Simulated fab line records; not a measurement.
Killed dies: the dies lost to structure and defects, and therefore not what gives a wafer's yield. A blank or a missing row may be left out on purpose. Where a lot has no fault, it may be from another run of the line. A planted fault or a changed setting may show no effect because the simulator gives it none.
Chamber matching | flow nand_harc | 4 sister chambers for NHARC_A_M0_ETCH_34 on rie_diel-07
The step etches the open film in N2/H2, target depth 40 nm, overetch 12 nm, time 43.94 s. 16 wafers are shown with their chamber, then 8 later ones without.

== WAFERS PAIRED WITH THEIR CHAMBERS ==
wafer  | chamber | drypump_motor_current_A (A) | rf_vpp_V (V) | oes_product_au (a.u.)
L075.3 | 0       | 6.6                         | 435.0        | 1.008
L075.4 | 3       | 5.5                         | 434.2        | 1.009
L075.5 | 3       | 5.5                         | 432.9        | 1.018
L077.2 | 1       | 5.6                         | 430.9        | 1.006
L077.4 | 2       | 5.7                         | 428.6        | 1.005
L077.5 | 2       | 5.7                         | 427.7        | 1.000
L080.4 | 1       | 5.6                         | 432.3        | 0.994
L080.5 | 0       | 6.6                         | 434.1        | 0.996
L080.6 | 1       | 5.6                         | 431.3        | 0.996
L081.1 | 1       | 5.7                         | 431.3        | 0.998
L081.2 | 0       | 6.6                         | 435.9        | 1.001
L081.5 | 1       | 5.7                         | 429.6        | 1.007
L082.1 | 0       | 6.6                         | 436.6        | 1.011
L082.4 | 2       | 5.7                         | 428.0        | 1.000
L082.5 | 3       | 5.5                         | 431.8        | 1.028
L082.2 | 1       | 5.6                         | 429.7        | 0.999

SIGNATURES (averages over the wafers above)
reading                 | chamber 0 | chamber 1 | chamber 2 | chamber 3 | scatter within a chamber
drypump_motor_current_A | 6.600     | 5.633     | 5.700     | 5.500     | 0.0333
rf_vpp_V                | 435.400   | 430.850   | 428.100   | 432.967   | 1.01
oes_product_au          | 1.00400   | 1.00000   | 1.00167   | 1.01833   | 0.00631
Rule: a wafer's distance from a chamber is the root of the sum, over the readings, of the square of ((its reading less the chamber's mean) divided by the reading's scatter). If the next closest chamber is less than 2 further off than the closest, the wafer can't be placed; otherwise it belongs to the closest. The scatter: take each reading less its chamber's mean, square it, sum over the shown wafers, divide by the number of wafers less the number of chambers, and take the root.

== WAFERS WITH NO CHAMBER GIVEN ==
wafer  | drypump_motor_current_A (A) | rf_vpp_V (V) | oes_product_au (a.u.)
L082.3 | 5.5                         | 432.2        | 1.017
L082.6 | 5.7                         | 429.2        | 0.998
L093.2 | 5.5                         | 430.3        | 0.989
L093.5 | 6.7                         | 434.7        | 0.989
L093.6 | 5.5                         | 431.9        | 0.999
L094.3 | 5.6                         | 429.7        | 0.982
L094.4 | 5.5                         | 432.4        | 1.000
L094.6 | 5.6                         | 431.9        | 1.002

== WHICH CHAMBER EACH WENT THROUGH ==
wafer  | from the rows above     | in truth
L082.3 | 3                       | 3
L082.6 | can't be placed: 2 or 1 | 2
L093.2 | can't be placed: 1 or 3 | 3
L093.5 | 0                       | 0
L093.6 | can't be placed: 3 or 1 | 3
L094.3 | can't be placed: 1 or 2 | 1
L094.4 | can't be placed: 3 or 1 | 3
L094.6 | 1                       | 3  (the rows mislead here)
Correctly placed: 2 of 8. Cannot be placed on the basis of these rows: 5; the candidates contain the true chamber in 5. Number placed wrongly: 1.
